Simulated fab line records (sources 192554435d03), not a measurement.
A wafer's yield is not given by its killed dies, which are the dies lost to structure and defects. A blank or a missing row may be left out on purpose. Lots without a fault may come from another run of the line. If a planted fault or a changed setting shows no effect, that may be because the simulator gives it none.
Split-lot study || flow n5 finfet || on a route of 1938 steps: 7 lots, 21 wafers read

== THE SPLIT ITSELF ==
At N5_BEOL_M4_EXPOSE_08 (exposes mask M4), the setting dose mj was moved away from the recipe's 41.25 on 6 of the 21 wafers read, by -4.5% to +4.1%. The other wafers ran this setting at the recipe's value.

== FROM THE SPLIT TO THE READING: what the file shows between them, 8 steps ==
- N5_BEOL_M4_PEB_09: peb time 60 s
- N5_BEOL_M4_DEVELOP_10: develop time 30 s
- N5_BEOL_M4_DESCUM_16: chemistry O2, time 7 s
- N5_BEOL_M4_ETCH_74: etches underlayer in N2/H2, target depth 6.5 nm, time 5.2 s
- N5_BEOL_M4_ETCH_63: etches SiARC in CF4, target depth 15.6 nm, time 26 s
- N5_BEOL_M4_ETCH_64: etches SOC in N2/H2, target depth 75 nm, overetch 22.5 nm, time 121.9 s
- N5_BEOL_M4_PRECLEAN_42: cleans in residue remover, time 60 s
- N5_BEOL_M4_SRD_43: time 30 s

== THE READING ==
cd nm, in nm, at N5_BEOL_M4_CD_MEAS_35 (target cd 18 nm, target cd y 22.4 nm). A value of 18.2 nm with a standard deviation of 0.35 nm is what fault-free wafers of this fab line usually give.

{"wafer": "L074.1", "tool, chamber at the split": "euv scanner-01, 0", "dose mj as run": 41.25, "against the recipe": "recipe", "cd nm, nm": 17.9, "against lot-mates on the recipe": "-"}
{"wafer": "L074.4", "tool, chamber at the split": "euv scanner-01, 0", "dose mj as run": 41.25, "against the recipe": "recipe", "cd nm, nm": 18.6, "against lot-mates on the recipe": "-"}
{"wafer": "L074.5", "tool, chamber at the split": "euv scanner-01, 0", "dose mj as run": 41.25, "against the recipe": "recipe", "cd nm, nm": 18.3, "against lot-mates on the recipe": "-"}
{"wafer": "L075.3", "tool, chamber at the split": "euv scanner-02, 0", "dose mj as run": 41.25, "against the recipe": "recipe", "cd nm, nm": 18.2, "against lot-mates on the recipe": "-"}
{"wafer": "L075.4", "tool, chamber at the split": "euv scanner-02, 0", "dose mj as run": 41.25, "against the recipe": "recipe", "cd nm, nm": 18.2, "against lot-mates on the recipe": "-"}
{"wafer": "L075.5", "tool, chamber at the split": "euv scanner-02, 0", "dose mj as run": 41.25, "against the recipe": "recipe", "cd nm, nm": 18.4, "against lot-mates on the recipe": "-"}
{"wafer": "L086.2", "tool, chamber at the split": "euv scanner-02, 0", "dose mj as run": 39.41, "against the recipe": "-4.5%", "cd nm, nm": 17.3, "against lot-mates on the recipe": -0.8}
{"wafer": "L086.3", "tool, chamber at the split": "euv scanner-02, 0", "dose mj as run": 41.25, "against the recipe": "recipe", "cd nm, nm": 18.1, "against lot-mates on the recipe": "-"}
{"wafer": "L086.4", "tool, chamber at the split": "euv scanner-02, 0", "dose mj as run": 39.41, "against the recipe": "-4.5%", "cd nm, nm": 17.3, "against lot-mates on the recipe": -0.8}
{"wafer": "L085.2", "tool, chamber at the split": "euv scanner-01, 0", "dose mj as run": 41.25, "against the recipe": "recipe", "cd nm, nm": 18.6, "against lot-mates on the recipe": "-"}
{"wafer": "L085.3", "tool, chamber at the split": "euv scanner-01, 0", "dose mj as run": 41.25, "against the recipe": "recipe", "cd nm, nm": 18.5, "against lot-mates on the recipe": "-"}
{"wafer": "L085.4", "tool, chamber at the split": "euv scanner-01, 0", "dose mj as run": 41.25, "against the recipe": "recipe", "cd nm, nm": 18.5, "against lot-mates on the recipe": "-"}
{"wafer": "L089.2", "tool, chamber at the split": "euv scanner-01, 0", "dose mj as run": 40.24, "against the recipe": "-2.4%", "cd nm, nm": 18.0, "against lot-mates on the recipe": -0.3}
{"wafer": "L089.4", "tool, chamber at the split": "euv scanner-01, 0", "dose mj as run": 41.25, "against the recipe": "recipe", "cd nm, nm": 18.3, "against lot-mates on the recipe": "-"}
{"wafer": "L089.5", "tool, chamber at the split": "euv scanner-01, 0", "dose mj as run": 41.25, "against the recipe": "recipe", "cd nm, nm": 18.3, "against lot-mates on the recipe": "-"}
{"wafer": "L095.3", "tool, chamber at the split": "euv scanner-01, 0", "dose mj as run": 39.99, "against the recipe": "-3.1%", "cd nm, nm": 17.5, "against lot-mates on the recipe": -0.8}
{"wafer": "L095.4", "tool, chamber at the split": "euv scanner-01, 0", "dose mj as run": 41.25, "against the recipe": "recipe", "cd nm, nm": 18.3, "against lot-mates on the recipe": "-"}
{"wafer": "L095.5", "tool, chamber at the split": "euv scanner-01, 0", "dose mj as run": 39.99, "against the recipe": "-3.1%", "cd nm, nm": 17.9, "against lot-mates on the recipe": -0.4}
{"wafer": "L096.3", "tool, chamber at the split": "euv scanner-01, 0", "dose mj as run": 42.95, "against the recipe": "+4.1%", "cd nm, nm": 18.9, "against lot-mates on the recipe": "+0.7"}
{"wafer": "L096.5", "tool, chamber at the split": "euv scanner-01, 0", "dose mj as run": 41.25, "against the recipe": "recipe", "cd nm, nm": 18.0, "against lot-mates on the recipe": "-"}
{"wafer": "L096.6", "tool, chamber at the split": "euv scanner-01, 0", "dose mj as run": 41.25, "against the recipe": "recipe", "cd nm, nm": 18.4, "against lot-mates on the recipe": "-"}

THE FIT
A straight line over all 21 wafers: cd nm changes by +0.192 nm for each +1% of dose mj; r = +0.88; the points scatter about the line by 0.2 nm.
The same after taking each lot's own level away (the mean of its wafers on the recipe; 21 wafers): +0.177 nm for each +1%; r = +0.91; scatter 0.16 nm.
That fit puts the effect of the largest move of dose mj on the reading at 0.79 nm.
From 18.10 to 18.53 nm: that is the span of the lots' own levels, equal to 1.2 times the standard deviation above.
Consequently the slope shifts little with the lot-to-lot level, the two slopes agreeing.
Check: for one of the wafers moved furthest among these (-4.5%), held out of the fit, the line's prediction against its lot-mates is -0.787 nm. Against them it came out at -0.8 nm.

== OTHER SPLITS ON THESE WAFERS ==
Before the reading, these wafers also passed through other splits. Each is held against what the fit with the lots' levels taken away leaves over:
{"other split on the same wafers": "N5_BEOL_M2_PECVD_72 time s", "wafers away from the commonest value": 6, "r with cd nm (lot level and that fit taken away)": "+0.14"}
{"other split on the same wafers": "N5_BEOL_M3_ILD_DEP_00 time s", "wafers away from the commonest value": 8, "r with cd nm (lot level and that fit taken away)": -0.34}
{"other split on the same wafers": "N5_BEOL_M3_COAT_05 spin rpm", "wafers away from the commonest value": 10, "r with cd nm (lot level and that fit taken away)": "+0.00"}
{"other split on the same wafers": "N5_BEOL_M3_ETCH_70 time s", "wafers away from the commonest value": 4, "r with cd nm (lot level and that fit taken away)": "+0.22"}
{"other split on the same wafers": "N5_BEOL_M4_COAT_73 spin rpm", "wafers away from the commonest value": 7, "r with cd nm (lot level and that fit taken away)": -0.07}

== THE WHOLE CHAIN: every reading that the file lists as answering this split, in the file's order ==
{"step": "N5_BEOL_M4_ETCH_74", "what it does": "etches underlayer in N2/H2, target depth 6.5 nm, time 5.2 s", "reading": "BEOL_M4.cd offset nm (the simulator's own value, which no gauge read)", "change (the file's fit)": "+0.189 nm for each +1% of the setting", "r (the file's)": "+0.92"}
{"step": "N5_BEOL_M4_CD_MEAS_35", "what it does": "target cd 18 nm, target cd y 22.4 nm", "reading": "cd nm", "change (the file's fit)": "+0.173 nm for each +1% of the setting", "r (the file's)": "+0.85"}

== THE FILE'S OWN FIT ==
cd nm changes by +0.173 nm for each +1% of dose mj, r = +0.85.
